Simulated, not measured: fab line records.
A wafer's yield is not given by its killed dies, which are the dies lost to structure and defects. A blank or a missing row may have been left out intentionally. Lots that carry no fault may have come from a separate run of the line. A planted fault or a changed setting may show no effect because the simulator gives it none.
fab line records	flow n5Finfet
[record] lots = 24	wafers = 72	lastDay = 17
route steps=1938 shown MOL_CONTACT_COAG@549
lots that met no fault: taken from a fault-free run of the same line
startH: hours from the record's first day to the start of the lot's first wafer shown	waitH: time in hours since the lot's previous step	" the same as in the row above	L1.1+2: several wafers, shown together as one row	- no value, or no start was given	* or withheld: withheld	< > ~ a bound
route shown NAME@n: NAME is a module with steps in the file, n the number in the route of the first one	usual: average and standard deviation across the fault-free wafers	same: alike in all rows	chamber/n: place in a boat	sites: per-site readings	_std_site: the standard deviation of these	_edge_site: the outer-site mean with the inner-site mean subtracted	radiusMm: how far each site lies from the wafer's centre	mask NAME#n: copy n	behind: tool/chamber where the wafer was last shaped	hold: what put the lot on hold/how long, in hours/how the hold closed	device: names the non-switching transistor (n, p or np)	end of line: the tests these same wafers got at the end of their route	for a step that has no rows: nothing shown but its recipe	killed: not the wafer's yield, but the dies lost to structure and defects at the first sort	map: the dies of a wafer, with x for killed, . for not killed, _ for no die there
set.NAME: the run value of the setting; set.NAME@STEP: its run value at that earlier step	model.NAME: the simulator's own value behind a step, which no gauge read
a sample of lots followed through the steps of the route, with each step as a table and each wafer as a row
services: from which hour (startH, from the record's first day; less than 0 if before it) a tool's chamber was out of use, for how many hours, and why
[[steps]]
[step N5_MOL_CONTACT_COAG_ANNEAL_113]
[recipe] tempC = 400	timeS = 300	ambient = H2/N2
[usual] lampPowerPct = 2.848/0.0032	lamp_zone_4_pct = 2.849/0.0034	wafer_temp_C_max = 402.0/0.44
lot.wafer	tool	chamber	startH	waitH	lampPowerPct	lamp_zone_4_pct	wafer_temp_C_max
L074.2	rtpAnneal-02	0	92.60	0.5	2.849	2.844	401.7
L074.3	"	0	"	"	2.844	2.848	401.9
L074.4	"	0	"	"	2.852	2.849	401.8
L075.3	rtpAnneal-02	0	97.38	0.6	2.852	2.854	402.4
L075.5	"	0	"	"	2.846	2.849	401.6
L075.6	"	0	"	"	2.845	2.849	401.8
L076.2	rtpAnneal-01	0	103.02	0.5	2.852	2.852	401.8
L076.5	"	0	"	"	2.857	2.853	402.3
L076.6	"	0	"	"	2.848	2.850	402.4
L077.2	rtpAnneal-01	0	108.99	0.5	2.849	2.853	402.2
L077.5	"	0	"	"	2.852	2.849	401.8
L077.6	"	0	"	"	2.848	2.855	402.5
L078.1	rtpAnneal-02	0	118.98	0.6	2.851	2.850	401.1
L078.3	"	0	"	"	2.848	2.840	401.5
L078.6	"	0	"	"	2.844	2.848	401.4
L079.3	rtpAnneal-02	0	122.19	0.7	2.846	2.846	402.3
L079.5	"	0	"	"	2.843	2.852	401.8
L079.6	"	0	"	"	2.844	2.850	402.1
L080.1	rtpAnneal-02	0	126.32	0.6	2.852	2.846	401.5
L080.4	"	0	"	"	2.849	2.848	401.6
L080.5	"	0	"	"	2.852	2.851	402.2
L081.2	rtpAnneal-01	0	134.40	0.5	2.851	2.851	401.6
L081.4	"	0	"	"	2.851	2.851	401.9
L081.6	"	0	"	"	2.852	2.850	402.5
L082.1	rtpAnneal-01	0	138.20	0.3	2.851	2.851	401.9
L082.2	"	0	"	"	2.856	2.851	402.3
L082.4	"	0	"	"	2.848	2.850	401.9
L083.4	rtpAnneal-02	0	144.28	0.5	2.845	2.850	402.1
L083.5	"	0	"	"	2.848	2.845	401.2
L083.6	"	0	"	"	2.849	2.846	402.3
L084.3	rtpAnneal-02	0	151.02	0.6	2.844	2.853	402.3
L084.4	"	0	"	"	2.850	2.849	402.2
L084.5	"	0	"	"	2.846	2.849	402.0
L085.2	rtpAnneal-02	0	159.61	0.5	2.844	2.846	401.6
L085.3	"	0	"	"	2.849	2.849	401.6
L085.6	"	0	"	"	2.847	2.846	401.1
L086.1	rtpAnneal-01	0	164.27	0.3	2.845	2.854	402.5
L086.2	"	0	"	"	2.848	2.853	402.4
L086.4	"	0	"	"	2.853	2.851	402.5
L087.2	rtpAnneal-02	0	169.57	0.5	2.845	2.848	402.5
L087.3	"	0	"	"	2.855	2.850	402.0
L087.6	"	0	"	"	2.846	2.848	401.4
L088.1	rtpAnneal-01	0	175.91	0.3	2.849	2.850	402.5
L088.2	"	0	"	"	2.850	2.850	403.0
L088.4	"	0	"	"	2.853	2.853	402.3
L090.1	rtpAnneal-02	0	183.31	0.3	2.846	2.846	401.9
L090.4	"	0	"	"	2.848	2.850	401.3
L090.6	"	0	"	"	2.844	2.839	401.6
L091.1	rtpAnneal-01	0	191.41	0.3	2.849	2.850	401.7
L091.3	"	0	"	"	2.853	2.846	402.5
L091.4	"	0	"	"	2.853	2.851	401.5
L089.1	rtpAnneal-02	0	192.35	0.3	2.846	2.850	401.8
L089.4	"	0	"	"	2.847	2.850	401.7
L089.6	"	0	"	"	2.845	2.849	401.3
L092.2	rtpAnneal-02	0	201.68	0.8	2.847	2.849	401.6
L092.4	"	0	"	"	2.845	2.847	402.2
L092.6	"	0	"	"	2.848	2.851	402.0
L093.1	rtpAnneal-02	0	206.18	0.5	2.851	2.843	402.1
L093.5	"	0	"	"	2.844	2.850	402.1
L093.6	"	0	"	"	2.846	2.846	401.7
L094.2	rtpAnneal-02	0	210.38	0.6	2.851	2.847	402.2
L094.3	"	0	"	"	2.847	2.847	402.5
L094.5	"	0	"	"	2.843	2.848	402.5
L095.1	rtpAnneal-02	0	215.39	0.4	2.851	2.841	401.7
L095.2	"	0	"	"	2.850	2.849	402.0
L095.4	"	0	"	"	2.844	2.848	401.4
L096.2	rtpAnneal-02	0	224.16	0.6	2.847	2.850	401.6
L096.3	"	0	"	"	2.849	2.845	401.7
L096.4	"	0	"	"	2.851	2.847	401.5
L097.2	rtpAnneal-02	0	229.29	0.5	2.843	2.845	401.6
L097.3	"	0	"	"	2.847	2.848	401.4
L097.6	"	0	"	"	2.847	2.851	402.3
[step N5_MOL_CONTACT_COAG_ALD_131]
[recipe] material = SiO2	targetThkA = 50	tempC = 100	aldPrecursorFamily = BDEAS	aldCoReactant = O2-plasma	pulseTimeS = 1	coReactantPulseTimeS = 1	purgeTimeS = 2	coReactantPurgeTimeS = 2	aldCycles = 35	pressureTorr = 2
[usual] heaterPowerW = 79/9.7	precursorPulseHeightRel = 1.000/0.019
lot.wafer	tool	chamber	startH	waitH	heaterPowerW	precursorPulseHeightRel
L074.2	aldSin-04	0	99.39	0.1	82	1.018
L074.3	"	3	"	"	69	1.018
L074.4	"	1	"	"	64	0.976
L075.3	aldSin-03	3	102.82	0.1	85	0.991
L075.5	"	0	"	"	95	0.990
L075.6	"	3	"	"	86	0.997
L076.2	aldSin-01	3	109.15	0.1	66	0.957
L076.5	"	0	"	"	82	1.007
L076.6	"	3	"	"	68	0.982
L077.2	aldSin-01	2	115.10	0.1	62	1.006
L077.5	"	0	"	"	83	1.022
L077.6	"	1	"	"	76	1.037
L078.1	aldSin-01	2	125.18	0.1	62	0.987
L078.3	"	3	"	"	67	0.998
L078.6	"	2	"	"	63	0.987
L079.3	aldSin-03	0	128.36	0.1	97	0.983
L079.5	"	1	"	"	84	0.983
L079.6	"	2	"	"	83	1.033
L080.1	aldSin-04	1	132.02	0.1	65	0.987
L080.4	"	3	"	"	71	1.004
L080.5	"	2	"	"	82	1.028
L081.2	aldSin-04	0	141.48	0.4	81	0.977
L081.4	"	3	"	"	71	1.026
L081.6	"	1	"	"	66	0.992
L082.1	aldSin-04	0	145.17	0.1	81	0.988
L082.2	"	3	"	"	71	1.007
L082.4	"	2	"	"	84	1.010
L083.4	aldSin-03	1	149.05	0.1	86	0.998
L083.5	"	3	"	"	86	0.983
L083.6	"	0	"	"	95	0.999
L084.3	aldSin-01	2	156.65	0.1	63	1.034
L084.4	"	1	"	"	76	1.010
L084.5	"	2	"	"	63	1.013
L085.2	aldSin-01	3	166.38	0.1	66	1.005
L085.3	"	1	"	"	76	0.998
L085.6	"	2	"	"	64	1.005
L086.1	aldSin-03	1	171.80	0.1	82	0.955
L086.2	"	3	"	"	87	0.998
L086.4	"	2	"	"	84	1.011
L087.2	aldSin-03	3	176.24	0.2	87	1.001
L087.3	"	0	"	"	95	1.021
L087.6	"	2	"	"	84	1.022
L088.1	aldSin-03	3	184.63	0.1	84	1.030
L088.2	"	1	"	"	86	1.001
L088.4	"	0	"	"	97	1.021
L090.1	aldSin-03	3	189.40	0.1	85	1.019
L090.4	"	1	"	"	84	0.989
L090.6	"	1	"	"	85	1.004
L091.1	aldSin-04	2	197.50	0.2	84	0.976
L091.3	"	1	"	"	63	0.988
L091.4	"	0	"	"	84	1.028
L089.1	aldSin-04	0	198.14	0.1	82	1.009
L089.4	"	3	"	"	69	1.024
L089.6	"	0	"	"	84	0.978
L092.2	aldSin-04	0	208.03	0.1	83	1.007
L092.4	"	1	"	"	65	1.025
L092.6	"	3	"	"	69	1.010
L093.1	aldSin-03	1	214.11	1.2	87	0.956
L093.5	"	2	"	"	84	1.004
L093.6	"	3	"	"	86	0.968
L094.2	aldSin-01	3	218.04	0.6	67	0.994
L094.3	"	2	"	"	63	0.977
L094.5	"	3	"	"	67	0.999
L095.1	aldSin-04	0	222.14	0.1	85	0.998
L095.2	"	3	"	"	72	0.976
L095.4	"	2	"	"	81	0.990
L096.2	aldSin-01	3	229.61	0.1	68	0.995
L096.3	"	2	"	"	61	1.014
L096.4	"	0	"	"	80	1.009
L097.2	aldSin-03	3	235.18	0.1	88	1.007
L097.3	"	0	"	"	93	1.016
L097.6	"	3	"	"	85	1.029
[step N5_MOL_CONTACT_COAG_CD_MEAS_137]
[recipe] targetCdNm = 16
[usual] cdNm = 15.8/0.37
lot.wafer	tool	chamber	startH	waitH	cdNm
L074.2	cdSem-02	-	100.07	0.0	15.4
L074.3	"	-	"	"	15.9
L074.4	"	-	"	"	16.0
L075.3	cdSem-02	-	103.54	0.0	15.6
L075.5	"	-	"	"	15.7
L075.6	"	-	"	"	15.9
L076.2	cdSem-02	-	109.82	0.0	16.5
L076.5	"	-	"	"	16.3
L076.6	"	-	"	"	15.7
L077.2	cdSem-02	-	115.77	0.0	16.0
L077.5	"	-	"	"	15.9
L077.6	"	-	"	"	16.1
L078.1	cdSem-02	-	125.88	0.0	15.8
L078.3	"	-	"	"	15.3
L078.6	"	-	"	"	15.8
L079.3	cdSem-01	-	129.11	0.0	16.2
L079.5	"	-	"	"	16.2
L079.6	"	-	"	"	16.0
L080.1	cdSem-02	-	132.71	0.0	15.8
L080.4	"	-	"	"	16.0
L080.5	"	-	"	"	15.8
L081.2	cdSem-01	-	142.18	0.0	16.2
L081.4	"	-	"	"	15.7
L081.6	"	-	"	"	15.8
L082.1	cdSem-03	-	145.84	0.0	15.4
L082.2	"	-	"	"	16.5
L082.4	"	-	"	"	16.2
L083.4	cdSem-02	-	149.73	0.0	15.9
L083.5	"	-	"	"	15.5
L083.6	"	-	"	"	15.8
L084.3	cdSem-02	-	157.45	0.0	15.0
L084.4	"	-	"	"	14.7
L084.5	"	-	"	"	15.0
L085.2	cdSem-02	-	167.05	0.0	15.5
L085.3	"	-	"	"	15.4
L085.6	"	-	"	"	15.5
L086.1	cdSem-02	-	172.51	0.0	16.2
L086.2	"	-	"	"	15.9
L086.4	"	-	"	"	16.0
L087.2	cdSem-03	-	176.92	0.0	15.4
L087.3	"	-	"	"	15.8
L087.6	"	-	"	"	15.8
L088.1	cdSem-02	-	185.33	0.0	15.6
L088.2	"	-	"	"	16.0
L088.4	"	-	"	"	16.1
L090.1	cdSem-01	-	190.07	0.0	15.7
L090.4	"	-	"	"	15.4
L090.6	"	-	"	"	16.0
L091.1	cdSem-02	-	198.17	0.0	16.4
L091.3	"	-	"	"	15.4
L091.4	"	-	"	"	15.1
L089.1	cdSem-01	-	198.81	0.0	15.7
L089.4	"	-	"	"	15.9
L089.6	"	-	"	"	16.3
L092.2	cdSem-02	-	208.71	0.0	15.7
L092.4	"	-	"	"	15.4
L092.6	"	-	"	"	15.4
L093.1	cdSem-02	-	214.80	0.0	16.0
L093.5	"	-	"	"	16.0
L093.6	"	-	"	"	16.3
L094.2	cdSem-02	-	218.80	0.0	15.6
L094.3	"	-	"	"	16.3
L094.5	"	-	"	"	16.3
L095.1	cdSem-01	-	222.81	0.0	15.8
L095.2	"	-	"	"	16.4
L095.4	"	-	"	"	16.0
L096.2	cdSem-02	-	230.30	0.0	15.4
L096.3	"	-	"	"	15.8
L096.4	"	-	"	"	15.3
L097.2	cdSem-02	-	235.85	0.0	15.6
L097.3	"	-	"	"	15.6
L097.6	"	-	"	"	15.5
[step N5_MOL_CONTACT_COAG_INSPECT_42]
[recipe] mode = adi	inspectInstrument = brightfield
[usual] rawDefectCount = 203/61
lot.wafer	tool	chamber	startH	waitH	rawDefectCount
L074.2	defectInspect-02	-	100.60	0.0	155
L074.3	"	-	"	"	140
L074.4	"	-	"	"	160
L075.3	defectInspect-02	-	103.95	0.0	241
L075.5	"	-	"	"	154
L075.6	"	-	"	"	164
L076.2	defectInspect-01	-	110.36	0.0	228
L076.5	"	-	"	"	291
L076.6	"	-	"	"	276
L077.2	defectInspect-01	-	116.18	0.0	140
L077.5	"	-	"	"	132
L077.6	"	-	"	"	205
L078.1	defectInspect-02	-	126.41	0.1	171
L078.3	"	-	"	"	155
L078.6	"	-	"	"	258
L079.3	defectInspect-01	-	129.52	0.0	199
L079.5	"	-	"	"	260
L079.6	"	-	"	"	201
L080.1	defectInspect-02	-	133.12	0.1	137
L080.4	"	-	"	"	176
L080.5	"	-	"	"	216
L081.2	defectInspect-02	-	142.62	0.0	198
L081.4	"	-	"	"	159
L081.6	"	-	"	"	195
L082.1	defectInspect-02	-	146.25	0.1	100
L082.2	"	-	"	"	153
L082.4	"	-	"	"	183
L083.4	defectInspect-01	-	150.13	0.0	184
L083.5	"	-	"	"	337
L083.6	"	-	"	"	154
L084.3	defectInspect-01	-	157.98	0.0	156
L084.4	"	-	"	"	166
L084.5	"	-	"	"	139
L085.2	defectInspect-02	-	167.58	0.0	191
L085.3	"	-	"	"	134
L085.6	"	-	"	"	170
L086.1	defectInspect-02	-	173.04	0.1	205
L086.2	"	-	"	"	122
L086.4	"	-	"	"	193
L087.2	defectInspect-02	-	177.32	0.0	229
L087.3	"	-	"	"	166
L087.6	"	-	"	"	240
L088.1	defectInspect-02	-	185.74	0.1	231
L088.2	"	-	"	"	265
L088.4	"	-	"	"	174
L090.1	defectInspect-01	-	190.60	0.1	300
L090.4	"	-	"	"	198
L090.6	"	-	"	"	224
L091.1	defectInspect-01	-	198.58	0.1	389
L091.3	"	-	"	"	284
L091.4	"	-	"	"	270
L089.1	defectInspect-02	-	199.22	0.1	384
L089.4	"	-	"	"	419
L089.6	"	-	"	"	321
L092.2	defectInspect-02	-	209.11	0.0	156
L092.4	"	-	"	"	192
L092.6	"	-	"	"	138
L093.1	defectInspect-02	-	215.34	0.1	136
L093.5	"	-	"	"	151
L093.6	"	-	"	"	172
L094.2	defectInspect-02	-	219.20	0.0	257
L094.3	"	-	"	"	308
L094.5	"	-	"	"	186
L095.1	defectInspect-02	-	223.22	0.1	166
L095.2	"	-	"	"	166
L095.4	"	-	"	"	193
L096.2	defectInspect-02	-	230.70	0.0	140
L096.3	"	-	"	"	163
L096.4	"	-	"	"	131
L097.2	defectInspect-01	-	236.26	0.0	157
L097.3	"	-	"	"	195
L097.6	"	-	"	"	186
[step N5_MOL_CONTACT_COAG_ETCH_65]
[recipe] chemistry = N2/H2	target = underlayer	targetDepthA = 130	maskMaterial = CAR-EUV	timeS = 10.4	ionEnergyEv = 200	pressureMtorr = 30	sourceW = 840	biasW = 150	n2FlowSccm = 200	h2FlowSccm = 200	ends = cleared
[usual] drypumpMotorCurrentA = 5.7/0.38	etchRfOnTimeS = 10.35/0.26	h2FlowSccm = 200.1/0.59	oesProductAu = 0.66/0.076	rfVppV = 524.0/2.5	showerheadPlenumPTorr = 2.54/0.084	throttleValvePct = 18.01/0.21
lot.wafer	tool	chamber	startH	waitH	drypumpMotorCurrentA	etchRfOnTimeS	h2FlowSccm	oesProductAu	rfHoursCounterH	rfVppV	showerheadPlenumPTorr	throttleValvePct
L074.2	rieDiel-06	0	100.67	0.0	5.9	9.99	200.2	0.59	241	525.5	2.59	17.94
L074.3	"	3	"	"	5.9	10.65	200.0	0.60	212	524.0	2.52	18.38
L074.4	"	0	"	"	5.9	10.01	200.1	0.59	-	525.8	2.59	17.94
L075.3	rieDiel-02	0	104.11	0.0	5.3	10.31	200.1	0.79	15	524.3	2.60	17.99
L075.5	"	1	"	"	5.5	10.34	201.2	0.63	-	527.2	2.64	18.08
L075.6	"	0	"	"	5.3	10.14	199.3	0.80	-	525.0	2.60	18.00
L076.2	rieDiel-04	1	110.42	0.0	5.4	9.90	200.4	0.81	29	525.9	2.59	17.87
L076.5	"	1	"	"	5.4	9.84	199.8	0.80	-	525.7	2.59	17.85
L076.6	"	0	"	"	6.1	10.61	199.6	0.68	-	523.5	2.45	17.65
L077.2	rieDiel-04	2	116.25	0.0	6.4	10.51	199.2	0.64	163	519.8	2.45	17.82
L077.5	"	0	"	"	6.1	10.48	199.9	0.68	-	522.5	2.45	17.66
L077.6	"	1	"	"	5.4	9.84	199.9	0.80	-	526.2	2.59	17.85
L078.1	rieDiel-02	0	126.48	0.0	5.3	10.27	199.9	0.78	24	525.7	2.60	18.01
L078.3	"	2	"	"	5.0	10.47	200.8	0.62	180	522.5	2.52	17.87
L078.6	"	3	"	"	5.8	10.12	199.3	0.75	-	529.2	2.69	17.76
L079.3	rieDiel-02	1	129.58	0.0	5.6	10.36	200.1	0.62	189	527.7	2.64	18.08
L079.5	"	0	"	"	5.3	10.15	199.1	0.78	-	525.4	2.60	18.01
L079.6	"	3	"	"	5.8	10.12	199.6	0.76	-	527.8	2.69	17.76
L080.1	rieDiel-04	3	133.19	0.0	5.7	10.54	199.4	0.62	183	524.6	2.52	18.10
L080.4	"	2	"	"	6.4	10.53	200.3	0.63	169	520.9	2.44	17.84
L080.5	"	3	"	"	5.6	10.50	199.4	0.62	-	522.8	2.52	18.09
L081.2	rieDiel-02	0	142.68	0.0	5.3	10.22	199.2	0.77	29	523.6	2.60	18.00
L081.4	"	2	"	"	5.0	10.52	200.7	0.62	187	522.7	2.52	17.90
L081.6	"	0	"	"	5.3	10.26	200.1	0.76	-	526.0	2.60	18.02
L082.1	rieDiel-06	3	146.32	0.0	5.9	10.69	201.1	0.59	235	523.0	2.51	18.43
L082.2	"	0	"	"	6.0	10.03	201.1	0.58	264	525.2	2.58	17.99
L082.4	"	3	"	"	5.9	10.71	200.9	0.59	-	523.2	2.51	18.41
L083.4	rieDiel-06	2	150.24	0.0	5.3	10.27	200.1	0.63	-	521.3	2.42	18.06
L083.5	"	3	"	"	5.9	10.69	200.1	0.58	-	522.1	2.51	18.39
L083.6	"	0	"	"	6.0	10.00	200.5	0.58	-	527.5	2.58	17.98
L084.3	rieDiel-02	2	158.05	0.0	5.0	10.58	199.6	0.61	192	524.7	2.52	17.90
L084.4	"	1	"	"	5.5	10.44	200.3	0.61	200	525.7	2.63	18.10
L084.5	"	3	"	"	5.8	10.20	201.4	0.73	-	527.7	2.69	17.78
L085.2	rieDiel-06	2	167.65	0.0	5.3	10.39	200.1	0.62	206	519.5	2.41	18.09
L085.3	"	3	"	"	5.9	10.63	200.9	0.59	244	523.5	2.50	18.41
L085.6	"	0	"	"	6.0	10.02	199.6	0.57	-	525.6	2.58	18.00
L086.1	rieDiel-02	0	173.11	0.0	5.3	10.27	200.5	0.75	42	525.0	2.59	18.05
L086.2	"	2	"	"	5.0	10.53	199.7	0.62	198	524.0	2.51	17.92
L086.4	"	3	"	"	5.8	10.13	200.0	0.74	-	528.9	2.68	17.79
L087.2	rieDiel-02	0	177.39	0.0	5.3	10.33	200.3	0.75	44	525.6	2.59	18.03
L087.3	"	2	"	"	5.0	10.51	199.1	0.61	200	522.7	2.51	17.92
L087.6	"	0	"	"	5.3	10.41	200.5	0.74	-	526.6	2.59	18.03
L088.1	rieDiel-04	3	185.81	0.0	5.7	10.47	201.2	0.62	200	523.7	2.52	18.12
L088.2	"	0	"	"	6.1	10.44	200.1	0.67	109	521.0	2.44	17.71
L088.4	"	1	"	"	5.4	9.89	199.9	0.76	58	524.6	2.58	17.90
L090.1	rieDiel-06	2	190.67	0.0	5.3	10.36	200.4	0.62	217	520.1	2.41	18.10
L090.4	"	3	"	"	5.9	10.76	200.5	0.58	-	524.0	2.50	18.44
L090.6	"	2	"	"	5.3	10.32	199.2	0.61	-	519.2	2.41	18.11
L091.1	rieDiel-02	1	198.68	0.0	5.5	10.30	200.0	0.61	208	527.2	2.63	18.13
L091.3	"	2	"	"	5.0	10.69	199.9	0.60	207	522.6	2.51	17.92
L091.4	"	0	"	"	5.3	10.28	200.0	0.73	52	525.1	2.59	18.06
L089.1	rieDiel-06	3	199.41	0.0	5.9	10.60	200.2	0.58	259	522.4	2.50	18.47
L089.4	"	3	"	"	5.9	10.66	200.1	0.58	-	522.1	2.50	18.45
L089.6	"	2	"	"	5.3	10.14	200.1	0.62	-	518.8	2.41	18.13
L092.2	rieDiel-06	3	209.18	0.0	5.9	10.68	200.3	0.57	263	520.7	2.50	18.44
L092.4	"	1	"	"	6.1	10.50	200.9	0.59	-	524.7	2.60	18.12
L092.6	"	2	"	"	5.3	10.25	200.1	0.62	-	520.0	2.40	18.11
L093.1	rieDiel-06	2	215.52	0.0	5.3	10.36	200.3	0.61	228	518.8	2.40	18.13
L093.5	"	1	"	"	6.1	10.73	199.2	0.59	-	524.9	2.60	18.12
L093.6	"	2	"	"	5.3	10.39	200.3	0.61	-	521.1	2.40	18.16
L094.2	rieDiel-06	2	219.27	0.0	5.3	10.21	199.1	0.61	229	519.2	2.40	18.13
L094.3	"	0	"	"	5.9	9.54	200.1	0.91	0	525.7	2.57	17.53
L094.5	"	0	"	"	6.0	9.53	200.4	0.90	-	525.3	2.57	17.53
L095.1	rieDiel-04	0	223.29	0.0	6.1	10.46	200.2	0.66	119	521.6	2.44	17.74
L095.2	"	2	"	"	6.4	10.26	199.8	0.62	200	521.9	2.43	17.91
L095.4	"	1	"	"	5.4	9.74	200.1	0.76	71	525.1	2.57	17.93
L096.2	rieDiel-04	2	230.83	0.0	6.4	10.39	200.5	0.61	204	521.5	2.43	17.90
L096.3	"	3	"	"	5.6	10.37	200.2	0.61	218	523.3	2.51	18.18
L096.4	"	1	"	"	5.4	9.72	200.3	0.74	75	524.8	2.57	17.93
L097.2	rieDiel-02	2	237.13	0.0	5.0	10.57	200.0	0.60	221	523.3	2.50	17.95
L097.3	"	0	"	"	5.3	10.48	200.3	0.70	66	526.3	2.58	18.08
L097.6	"	1	"	"	5.5	10.51	200.5	0.59	-	526.3	2.63	18.14
[step N5_MOL_CONTACT_COAG_ALD_133]
[recipe] material = SiO2	targetThkA = 50	tempC = 100	aldPrecursorFamily = BDEAS	aldCoReactant = O2-plasma	pulseTimeS = 1	coReactantPulseTimeS = 1	purgeTimeS = 2	coReactantPurgeTimeS = 2	aldCycles = 35	pressureTorr = 2
[usual] heaterPowerW = 80/9.7	precursorPulseHeightRel = 1.001/0.019
lot.wafer	tool	chamber	startH	waitH	heaterPowerW	precursorPulseHeightRel
L074.2	aldSin-01	1	100.81	0.1	75	0.982
L074.3	"	2	"	"	63	1.020
L074.4	"	0	"	"	81	1.004
L075.3	aldSin-01	0	104.21	0.1	81	1.008
L075.5	"	3	"	"	65	0.992
L075.6	"	0	"	"	81	1.016
L076.2	aldSin-03	2	110.52	0.1	84	1.026
L076.5	"	0	"	"	94	1.025
L076.6	"	3	"	"	84	0.995
L077.2	aldSin-01	0	116.46	0.2	82	0.979
L077.5	"	1	"	"	77	1.004
L077.6	"	0	"	"	81	1.001
L078.1	aldSin-04	3	126.61	0.1	72	1.019
L078.3	"	1	"	"	64	0.993
L078.6	"	1	"	"	62	0.965
L079.3	aldSin-01	0	129.68	0.1	81	0.965
L079.5	"	3	"	"	67	0.984
L079.6	"	0	"	"	82	0.969
L080.1	aldSin-03	3	133.29	0.1	87	0.999
L080.4	"	1	"	"	83	1.023
L080.5	"	3	"	"	89	1.040
L081.2	aldSin-01	1	143.04	0.3	75	0.977
L081.4	"	0	"	"	82	0.989
L081.6	"	1	"	"	75	0.974
L082.1	aldSin-04	1	146.61	0.2	63	1.012
L082.2	"	3	"	"	71	0.971
L082.4	"	0	"	"	82	0.992
L083.4	aldSin-03	3	150.33	0.0	87	0.991
L083.5	"	0	"	"	96	1.007
L083.6	"	1	"	"	85	0.996
L084.3	aldSin-01	1	158.15	0.1	78	1.025
L084.4	"	0	"	"	80	1.012
L084.5	"	2	"	"	62	0.995
L085.2	aldSin-01	3	167.75	0.1	67	1.040
L085.3	"	0	"	"	82	0.997
L085.6	"	2	"	"	62	0.988
L086.1	aldSin-03	3	173.21	0.1	85	1.003
L086.2	"	0	"	"	97	1.012
L086.4	"	1	"	"	84	1.023
L087.2	aldSin-03	3	177.91	0.5	87	0.980
L087.3	"	0	"	"	98	1.012
L087.6	"	3	"	"	86	0.974
L088.1	aldSin-03	0	186.00	0.1	94	1.027
L088.2	"	2	"	"	85	1.037
L088.4	"	3	"	"	86	1.005
L090.1	aldSin-03	3	190.77	0.1	88	0.988
L090.4	"	2	"	"	85	1.034
L090.6	"	1	"	"	85	1.049
L091.1	aldSin-04	3	198.78	0.1	70	1.010
L091.3	"	0	"	"	83	1.027
L091.4	"	1	"	"	66	1.032
L089.1	aldSin-03	1	199.79	0.3	86	0.991
L089.4	"	0	"	"	95	1.034
L089.6	"	2	"	"	84	0.996
L092.2	aldSin-03	0	209.28	0.1	94	1.011
L092.4	"	1	"	"	83	1.007
L092.6	"	0	"	"	94	1.024
L093.1	aldSin-04	1	215.62	0.1	66	0.992
L093.5	"	1	"	"	66	0.992
L093.6	"	2	"	"	84	1.034
L094.2	aldSin-03	3	219.37	0.1	89	0.961
L094.3	"	0	"	"	97	1.003
L094.5	"	1	"	"	86	1.002
L095.1	aldSin-04	2	223.40	0.1	85	1.009
L095.2	"	1	"	"	63	0.974
L095.4	"	0	"	"	85	1.009
L096.2	aldSin-03	3	230.93	0.1	85	1.034
L096.3	"	1	"	"	83	0.994
L096.4	"	2	"	"	83	1.015
L097.2	aldSin-01	0	237.23	0.1	82	1.008
L097.3	"	1	"	"	76	0.975
L097.6	"	0	"	"	82	0.982
[[services]]
tool	chamber	startH	hours	kind
rieDiel-02	0	75.70	2.6	repair
rtpAnneal-02	-	78.63	5.4	pm
aldSin-01	1	79.30	4.7	repair
aldSin-01	-	79.79	1.8	repair
rieDiel-06	2	87.77	25.7	repair
rieDiel-06	1	88.98	2.9	repair
rieDiel-02	3	89.46	1.7	repair
rieDiel-06	1	102.88	93.9	repair
rieDiel-04	3	109.30	9.0	repair
aldSin-04	-	115.50	6.1	pm
aldSin-01	2	137.36	3.6	repair
aldSin-03	0	150.53	8.9	repair
rieDiel-02	1	162.23	15.8	repair
aldSin-04	-	177.17	14.0	pm
aldSin-04	0	177.17	14.0	ventCycle
aldSin-04	1	177.17	14.0	ventCycle
aldSin-04	2	177.17	14.0	ventCycle
aldSin-04	3	177.17	14.0	ventCycle
aldSin-04	0	191.17	-	clean
aldSin-04	1	191.17	-	clean
rieDiel-02	-	192.75	0.2	repair
rieDiel-04	0	208.52	8.1	repair
rieDiel-06	-	224.00	4.3	pm
aldSin-04	2	230.19	1.8	repair
[[key]]
fault none
